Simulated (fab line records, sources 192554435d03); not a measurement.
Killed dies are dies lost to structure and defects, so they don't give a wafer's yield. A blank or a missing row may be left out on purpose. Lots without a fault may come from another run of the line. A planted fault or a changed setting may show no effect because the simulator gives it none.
Split-lot experiment | flow n5_finfet | 7 lots, 39 wafers read, on a route of 1938 steps

THE SPLIT
At N5_BEOL_M9_ETCH_66 (etches SOC in N2/H2, target depth 80 nm, overetch 16 nm, time 120 s), the setting time_s was moved away from the recipe's 120 s on 15 of the 39 wafers read, by -17.5% to +34.7%. The other wafers ran this setting at the recipe's value.

The reading is taken at the split's own step.

THE READING
SiARC_of_BEOL_M9_COAT_64.thk_nm (the simulator's own value, which no gauge read), in nm, at N5_BEOL_M9_ETCH_66 (etches SOC in N2/H2, target depth 80 nm, overetch 16 nm, time 120 s). The file gives no usual value for it. The 24 wafers here that ran the recipe average 6.3 nm, standard deviation 0.23 nm.

wafer  | tool, chamber at the split | time_s as run, s | against the recipe | SiARC_of_BEOL_M9_COAT_64.thk_nm, nm | against lot-mates on the recipe
L082.2 | rie_diel-06, 1             | 120              | recipe             | 6.2                                 | -
L082.3 | rie_diel-06, 2             | 120              | recipe             | 6.8                                 | -
L082.6 | rie_diel-06, 0             | 120              | recipe             | 6.4                                 | -
L086.1 | rie_diel-06, 1             | 153.9            | +28.2%             | 4.4                                 | -2.0
L086.2 | rie_diel-06, 3             | 153.9            | +28.2%             | 4.8                                 | -1.6
L086.3 | rie_diel-06, 0,3,0         | 120              | recipe             | 6.4                                 | -
L086.5 | rie_diel-06, 0,3,0         | 120              | recipe             | 6.4                                 | -
L086.6 | rie_diel-06, 0,3,0         | 120              | recipe             | 6.4                                 | -
L086.4 | rie_diel-06, 2             | 153.9            | +28.2%             | 5                                   | -1.4
L089.1 | rie_diel-06, 0             | 120              | recipe             | 6.4                                 | -
L089.6 | rie_diel-06, 0             | 120              | recipe             | 6.4                                 | -
L089.2 | rie_diel-06, 3,1,1         | 120              | recipe             | 6.2                                 | -
L089.4 | rie_diel-06, 3,1,1         | 120              | recipe             | 6.2                                 | -
L089.5 | rie_diel-06, 3,1,1         | 120              | recipe             | 6.2                                 | -
L089.3 | rie_diel-06, 2             | 120              | recipe             | 6.6                                 | -
L093.1 | rie_diel-02, 2,3,1         | 156.9            | +30.8%             | 4.6                                 | -1.9
L093.2 | rie_diel-02, 2,3,1         | 156.9            | +30.8%             | 4.6                                 | -1.9
L093.3 | rie_diel-02, 2,3,1         | 156.9            | +30.8%             | 4.6                                 | -1.9
L093.4 | rie_diel-02, 0,3           | 120              | recipe             | 6.4                                 | -
L093.5 | rie_diel-02, 0,3           | 120              | recipe             | 6.4                                 | -
L093.6 | rie_diel-02, 0             | 120              | recipe             | 6.6                                 | -
L094.1 | rie_diel-06, 3             | 120              | recipe             | 6.4                                 | -
L094.2 | rie_diel-06, 1             | 120              | recipe             | 6                                   | -
L094.3 | rie_diel-06, 0,2           | 154.3            | +28.6%             | 5                                   | -1.3
L094.4 | rie_diel-06, 0,2           | 154.3            | +28.6%             | 5                                   | -1.3
L094.5 | rie_diel-06, 3             | 154.3            | +28.6%             | 4.6                                 | -1.7
L094.6 | rie_diel-06, 2             | 120              | recipe             | 6.6                                 | -
L092.1 | rie_diel-06, 1             | 120              | recipe             | 6.2                                 | -
L092.6 | rie_diel-06, 1             | 120              | recipe             | 6.2                                 | -
L092.2 | rie_diel-06, 2,0,2         | 161.6            | +34.7%             | 4.8                                 | -1.5
L092.3 | rie_diel-06, 2,0,2         | 161.6            | +34.7%             | 4.8                                 | -1.5
L092.5 | rie_diel-06, 2,0,2         | 161.6            | +34.7%             | 4.8                                 | -1.5
L092.4 | rie_diel-06, 3             | 120              | recipe             | 6.4                                 | -
L097.1 | rie_diel-03, 2,1           | 120              | recipe             | 6.4                                 | -
L097.5 | rie_diel-03, 2,1           | 120              | recipe             | 6.4                                 | -
L097.2 | rie_diel-03, 3,1           | 98.95            | -17.5%             | 7.4                                 | +1.3
L097.3 | rie_diel-03, 3,1           | 98.95            | -17.5%             | 7.4                                 | +1.3
L097.4 | rie_diel-03, 0             | 98.95            | -17.5%             | 6.8                                 | +0.7
L097.6 | rie_diel-03, 0             | 120              | recipe             | 5.6                                 | -
Where a row lists several chambers, the file gives one row for several wafers and doesn't say which wafer went through which chamber.

THE FIT
A straight line over all 39 wafers: SiARC_of_BEOL_M9_COAT_64.thk_nm changes by -0.0512 nm for each +1% of time_s; r = -0.96; the points scatter about the line by 0.24 nm.
The same after taking each lot's own level away (the mean of its wafers on the recipe; 39 wafers): -0.0534 nm for each +1%; r = -0.96; scatter 0.25 nm.
On that fit, the largest move of time_s shifts the reading by 1.9 nm.
The lots' own levels span 6.13 to 6.47 nm, that is 1.5 times the standard deviation above.
So the lot-to-lot level changes the slope little: the two slopes agree.
Check: with one of the wafers moved furthest among these (+34.7%) left out of the fit, the line predicts -1.88 nm for it against its lot-mates. It came out at -1.47 nm against them.

OTHER SPLITS ON THESE WAFERS
These wafers also went through other splits before the reading. Each is held against what the fit with the lots' levels taken away leaves over:
other split on the same wafers           | wafers away from the commonest value | r with SiARC_of_BEOL_M9_COAT_64.thk_nm (lot level and that fit taken away)
N5_BEOL_M5_TRENCH_ETCH_37 target_depth_a | 12                                   | +0.17
N5_BEOL_M7_HM_DEP_02 target_thk_a        | 6                                    | -0.08

THE FILE'S OWN FIT
SiARC_of_BEOL_M9_COAT_64.thk_nm changes by -0.0531 nm for each +1% of time_s, r = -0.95.
